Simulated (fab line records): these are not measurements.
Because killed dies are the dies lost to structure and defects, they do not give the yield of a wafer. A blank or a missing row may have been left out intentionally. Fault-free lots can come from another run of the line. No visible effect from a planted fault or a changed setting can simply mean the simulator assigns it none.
fab line records	flow n5_finfet	part 2 of 2: steps 19 to 27 of 27
record lots=5	wafers=15	last_day=22
route steps=1938 shown MOL_CONTACT_COAG@568
lots with no fault: from the same line, run without faults
start_h: start of the lot's first displayed wafer, in hours after the record's first day	wait_h: time in hours since the lot's previous step	" the same as in the row above	L1.1+2: a single row standing in for several wafers	- either no value or no given start	* or withheld: withheld	< > ~ a bound
route shown NAME@n: NAME is a module with steps in the file, n the number in the route of the first one	usual: mean/standard deviation of fault-free wafers	same: alike in all rows	chamber/n: place in a boat	sites: the reading at each site	_std_site: their standard deviation	_edge_site: inner sites' mean taken away from outer sites' mean	radius_mm: how far each site lies from the wafer's centre	mask NAME#n: copy n	behind: the most recent tool/chamber to have shaped the wafer	hold: the reason the lot was held/the length of the hold in hours/how it ended	device: the transistor (n, p or np) that didn't switch	end of line: the same wafers' tests at the end of the route	for a step that has no rows: nothing shown but its recipe	killed: not the wafer's yield, but the dies lost to structure and defects at the first sort	map: dies across one wafer; x = killed, . = not, _ = none there
set.NAME: the run value of the setting; set.NAME@STEP: its run value at that earlier step	model.NAME: the simulator's own value behind a step, which no gauge read
a table for each step, a row for each wafer; lots at some steps of the route
services: a tool's chamber out of use, with start hour (start_h, from the record's first day; less than 0 if before it), hours out, and reason
## steps
# step N5_MOL_CONTACT_COAG_VIA_ETCH_46
# recipe chemistry=C4F6/O2	target_depth_a=460	overetch_a=92	mask_material=SOC	target=SiO2	bias_w=455	pressure_mtorr=10	time_s=40	source_w=325	Ar_flow_sccm=300	C4F6_flow_sccm=10	O2_flow_sccm=10	ion_energy_ev=575.3	ends=end_point
# usual drypump_motor_current_A=5.7/0.45	mfc_ar_sccm=300.1/0.95	oes_product_au=0.69/0.087	rf_vpp_V=1586/14	showerhead_plenum_p_Torr=2.85/0.1	throttle_valve_pct=40.95/0.14
lot.wafer	tool	chamber	start_h	wait_h	drypump_motor_current_A	mfc_ar_sccm	oes_product_au	rf_hours_counter_h	rf_vpp_V	showerhead_plenum_p_Torr	throttle_valve_pct
L074.2	rie_diel-04	1	100.80	0.0	5.6	301.8	0.86	11	1586	2.78	41.06
L074.4	"	0	"	"	6.1	300.9	0.64	230	1578	2.69	40.74
L074.6	"	1	"	"	5.6	300.7	0.87	-	1586	2.78	41.03
L080.1	rie_diel-05	2	134.44	0.0	5.8	299.1	0.63	210	1571	2.93	41.16
L080.2	"	3	"	"	6.6	300.1	0.64	174	1583	2.94	40.90
L080.6	"	3	"	"	6.6	300.8	0.65	-	1583	2.94	40.87
L081.3	rie_diel-04	3	140.31	0.0	5.1	298.6	0.64	219	1592	2.91	40.95
L081.5	"	0	"	"	6.1	300.8	0.62	-	1576	2.68	40.75
L081.6	"	3	"	"	5.1	299.9	0.64	-	1592	2.91	40.95
L082.2	rie_diel-05	0	147.63	0.0	6.3	300.8	0.85	4	1622	2.90	40.88
L082.4	"	0	"	"	6.3	299.9	0.87	-	1622	2.90	40.90
L082.5	"	3	"	"	6.6	301.1	0.64	-	1582	2.94	40.91
L091.4	rie_diel-02	0	200.35	0.0	5.6	300.2	0.65	200	1592	2.71	40.93
L091.5	"	0	"	"	5.6	300.9	0.64	-	1592	2.71	40.92
L091.6	"	1	"	"	5.8	301.9	0.66	-	1584	2.94	40.73
# step N5_MOL_CONTACT_COAG_STRIP_96
# recipe chemistry=N2/H2	power_w=500	temp_c=40	pressure_mtorr=50	rf_frequency_hz=6e+07	overash_fraction=0.3	bias_power_w=28	h2_frac=0.5	n2_flow_sccm=300	h2_flow_sccm=300
# usual drypump_motor_current_A=5.7/0.45	oes_product_au=0.78/0.1	rf_vpp_V=122.0/1.4	showerhead_plenum_p_Torr=3.38/0.12	temp_c=39.98/0.11	throttle_valve_pct=19.05/0.29
lot.wafer	tool	chamber	start_h	wait_h	drypump_motor_current_A	oes_product_au	rf_hours_counter_h	rf_vpp_V	showerhead_plenum_p_Torr	temp_c	throttle_valve_pct
L074.2	rie_diel-04	1	100.86	0.0	5.6	0.96	11	121.6	3.30	40.32	18.97
L074.4	"	0	"	"	6.1	0.70	230	120.1	3.19	39.90	19.11
L074.6	"	1	"	"	5.6	0.96	-	122.1	3.30	40.09	18.99
L080.1	rie_diel-05	2	134.51	0.0	5.8	0.71	210	123.9	3.46	39.76	19.08
L080.2	"	3	"	"	6.6	0.71	174	120.8	3.48	39.89	18.92
L080.6	"	3	"	"	6.5	0.71	-	123.1	3.47	39.75	18.92
L081.3	rie_diel-04	3	140.38	0.0	5.1	0.72	219	122.9	3.45	39.95	19.62
L081.5	"	0	"	"	6.1	0.69	-	120.0	3.19	40.13	19.14
L081.6	"	3	"	"	5.1	0.72	-	121.6	3.45	39.93	19.58
L082.2	rie_diel-05	0	147.70	0.0	6.3	0.97	4	122.8	3.45	40.11	19.15
L082.4	"	0	"	"	6.3	0.96	-	121.7	3.45	39.92	19.15
L082.5	"	3	"	"	6.6	0.70	-	124.0	3.47	39.93	18.94
L091.4	rie_diel-02	0	200.42	0.0	5.6	0.70	200	120.0	3.20	39.90	18.70
L091.5	"	0	"	"	5.6	0.71	-	120.7	3.20	39.86	18.70
L091.6	"	1	"	"	5.8	0.73	-	121.4	3.48	40.00	18.93
# step N5_MOL_CONTACT_COAG_ETCH_47
# recipe chemistry=CH3F/O2	target=SiNx	target_depth_a=270	mask_material=SiO2	stop_on=W	over_etch_frac=0.2	ion_energy_ev=120	endpoint=OES-CN	pressure_mtorr=30	source_w=395	bias_w=73	Ar_flow_sccm=150	CH3F_flow_sccm=30	O2_flow_sccm=20	ends=end_point
# usual drypump_motor_current_A=5.7/0.45	etch_rf_on_time_s=31.3/0.47	mfc_ar_sccm=150.0/0.46	oes_product_au=0.69/0.091	rf_vpp_V=297.3/2.9	showerhead_plenum_p_Torr=2.01/0.074	throttle_valve_pct=16.43/0.15
lot.wafer	tool	chamber	start_h	wait_h	drypump_motor_current_A	etch_rf_on_time_s	mfc_ar_sccm	oes_product_au	rf_hours_counter_h	rf_vpp_V	showerhead_plenum_p_Torr	throttle_valve_pct
L074.2	rie_diel-04	1	100.90	0.0	5.5	30.5	149.5	0.87	11	297.6	1.96	16.38
L074.4	"	0	"	"	6.1	31.1	150.4	0.63	230	296.3	1.89	16.52
L074.6	"	1	"	"	5.6	30.8	149.4	0.87	-	297.5	1.96	16.38
L080.1	rie_diel-05	2	134.55	0.0	5.7	31.6	150.3	0.62	210	294.2	2.06	16.73
L080.2	"	3	"	"	6.7	31.8	149.8	0.64	174	296.5	2.08	16.46
L080.6	"	3	"	"	6.6	32.3	150.1	0.64	-	295.6	2.08	16.46
L081.3	rie_diel-04	3	140.42	0.0	5.1	31.1	150.6	0.64	219	299.0	2.05	16.51
L081.5	"	0	"	"	6.1	31.2	150.6	0.61	-	295.5	1.88	16.56
L081.6	"	3	"	"	5.1	30.9	149.2	0.64	-	298.5	2.05	16.51
L082.2	rie_diel-05	0	147.74	0.0	6.3	31.2	150.2	0.86	4	303.4	2.04	16.17
L082.4	"	0	"	"	6.3	31.2	149.8	0.86	-	304.0	2.04	16.19
L082.5	"	3	"	"	6.6	31.9	150.4	0.63	-	297.3	2.07	16.46
L091.4	rie_diel-02	0	200.46	0.0	5.6	31.8	149.8	0.63	200	298.0	1.91	16.36
L091.5	"	0	"	"	5.6	32.1	149.6	0.62	-	298.5	1.91	16.35
L091.6	"	1	"	"	5.7	31.3	151.3	0.66	-	297.7	2.07	16.37
# step N5_MOL_CONTACT_COAG_STRIP_119
# recipe chemistry=N2/H2	time_s=30	power_w=1000	temp_c=250	pressure_mtorr=withheld	n2_flow_sccm=1750	h2_flow_sccm=3250
# usual drypump_motor_current_A=6.0/0.51	heater_power_w=305/16	temp_c=249.98/0.19
lot.wafer	tool	chamber	start_h	wait_h	drypump_motor_current_A	heater_power_w	rf_hours_counter_h	temp_c
L074.2	plasma_asher-02	1	100.99	0.1	5.1	320	46	250.09
L074.4	"	0	"	"	6.6	323	-	250.03
L074.6	"	0	"	"	6.6	320	-	250.00
L080.1	plasma_asher-01	1	134.63	0.1	6.0	289	93	250.12
L080.2	"	0	"	"	6.0	289	93	249.81
L080.6	"	1	"	"	6.0	300	-	249.93
L081.3	plasma_asher-01	1	140.52	0.1	6.0	300	-	249.90
L081.5	"	0	"	"	6.1	281	-	250.14
L081.6	"	1	"	"	6.0	306	-	249.83
L082.2	plasma_asher-01	0	147.82	0.1	6.0	288	96	249.86
L082.4	"	0	"	"	6.0	288	-	250.05
L082.5	"	0	"	"	6.0	280	-	249.86
L091.4	plasma_asher-01	1	200.56	0.1	6.0	294	-	249.84
L091.5	"	1	"	"	6.0	294	-	250.01
L091.6	"	0	"	"	6.0	295	-	250.11
# step N5_MOL_CONTACT_COAG_PRECLEAN_144
# recipe chemistry=alkaline_clean	temp_c=60	time_s=60	do_ppb=50
# usual temp_c=60.00/0.13
lot.wafer	tool	chamber	start_h	wait_h	temp_c
L074.2	wet_bench-05	6	101.08	0.1	59.78
L074.4	"	5	"	"	59.88
L074.6	"	0	"	"	59.89
L080.1	wet_bench-06	2	134.71	0.1	59.86
L080.2	"	5	"	"	59.87
L080.6	"	4	"	"	60.08
L081.3	wet_bench-06	4	140.59	0.0	60.07
L081.5	"	0	"	"	60.09
L081.6	"	1	"	"	59.94
L082.2	wet_bench-06	4	147.91	0.1	59.88
L082.4	"	6	"	"	59.99
L082.5	"	0	"	"	60.17
L091.4	wet_bench-05	4	200.63	0.0	60.03
L091.5	"	6	"	"	60.10
L091.6	"	2	"	"	59.98
# step N5_MOL_CONTACT_COAG_SRD_145
# recipe dry=ipa_marangoni	time_s=30	temp_c=23	rinse_liquid=diw
# usual temp_c=23.00/0.11
lot.wafer	tool	chamber	start_h	wait_h	temp_c
L074.2	wet_bench-05	6	101.10	0.0	22.92
L074.4	"	5	"	"	22.94
L074.6	"	0	"	"	22.97
L080.1	wet_bench-06	2	134.73	0.0	23.20
L080.2	"	5	"	"	23.17
L080.6	"	4	"	"	22.88
L081.3	wet_bench-06	4	140.61	0.0	23.13
L081.5	"	0	"	"	22.94
L081.6	"	1	"	"	22.88
L082.2	wet_bench-06	4	147.93	0.0	23.00
L082.4	"	6	"	"	22.87
L082.5	"	0	"	"	23.12
L091.4	wet_bench-05	4	200.65	0.0	22.96
L091.5	"	6	"	"	22.73
L091.6	"	2	"	"	23.18
# step N5_MOL_CONTACT_COAG_CD_MEAS_137
# recipe target_cd_nm=16
# usual cd_nm=16.0/0.3
lot.wafer	tool	chamber	start_h	wait_h	cd_nm
L074.2	cd_sem-02	-	101.14	0.0	16.8
L074.4	"	-	"	"	15.8
L074.6	"	-	"	"	15.9
L080.1	cd_sem-03	-	134.77	0.0	16.2
L080.2	"	-	"	"	16.6
L080.6	"	-	"	"	16.6
L081.3	cd_sem-03	-	140.65	0.0	16.1
L081.5	"	-	"	"	16.0
L081.6	"	-	"	"	15.9
L082.2	cd_sem-03	-	147.97	0.0	16.2
L082.4	"	-	"	"	15.8
L082.5	"	-	"	"	15.8
L091.4	cd_sem-01	-	200.69	0.0	16.1
L091.5	"	-	"	"	16.1
L091.6	"	-	"	"	16.5
# step N5_MOL_CONTACT_COAG_COAT_62
# recipe resist=SOC	temp_c=250	time_s=60	spin_rpm=1500	resist_thk_nm=60
lot.wafer	tool	chamber	start_h	wait_h
L074.2+4+6	litho_track-03	0	101.18	0.0
L080.1+2+6	litho_track-03	0	134.81	0.0
L081.3+5+6	litho_track-04	0	140.68	0.0
L082.2+4+5	litho_track-01	0	148.00	0.0
L091.4+5+6	litho_track-01	0	200.73	0.0
# step N5_MOL_CONTACT_COAG_COAT_63
# recipe resist=SiARC	temp_c=220	time_s=60	spin_rpm=1500	resist_thk_nm=10
lot.wafer	tool	chamber	start_h	wait_h
L074.2+4+6	litho_track-03	0	-	-
L080.1+2+6	litho_track-03	0	-	-
L081.3+5+6	litho_track-04	0	-	-
L082.2+4+5	litho_track-01	0	-	-
L091.4+5+6	litho_track-01	0	-	-
## services
tool	chamber	start_h	hours	kind
rie_diel-04	3	81.15	6.9	repair
euv_scanner-01	-	83.91	1.0	pm
euv_scanner-02	-	84.92	1.0	pm
ald_sin-04	3	91.66	9.1	repair
ald_sin-01	-	95.28	1.1	repair
euv_scanner-02	-	119.14	4.6	pm
rie_diel-05	1	126.71	2.8	repair
euv_scanner-02	-	128.50	12.0	pm
ald_sin-01	3	140.26	2.1	repair
euv_scanner-01	-	140.52	1.0	pm
rie_diel-05	2	144.20	3.8	repair
rie_diel-04	0	157.01	-	clean
rie_diel-04	0	157.01	-	consumable_replace:focus_ring
plasma_asher-01	-	159.51	2.8	pm
euv_scanner-02	-	167.69	4.9	repair
ald_sin-04	1	168.36	12.8	repair
ald_sin-02	3	170.47	2.3	repair
rie_diel-05	-	172.97	2.8	pm
ald_sin-02	-	176.87	14.0	pm
plasma_asher-01	-	188.82	1.2	repair
plasma_asher-02	-	192.19	0.8	repair
euv_scanner-01	-	196.21	1.0	pm
euv_scanner-02	-	197.22	1.0	pm
ald_sin-01	0	199.07	7.3	repair
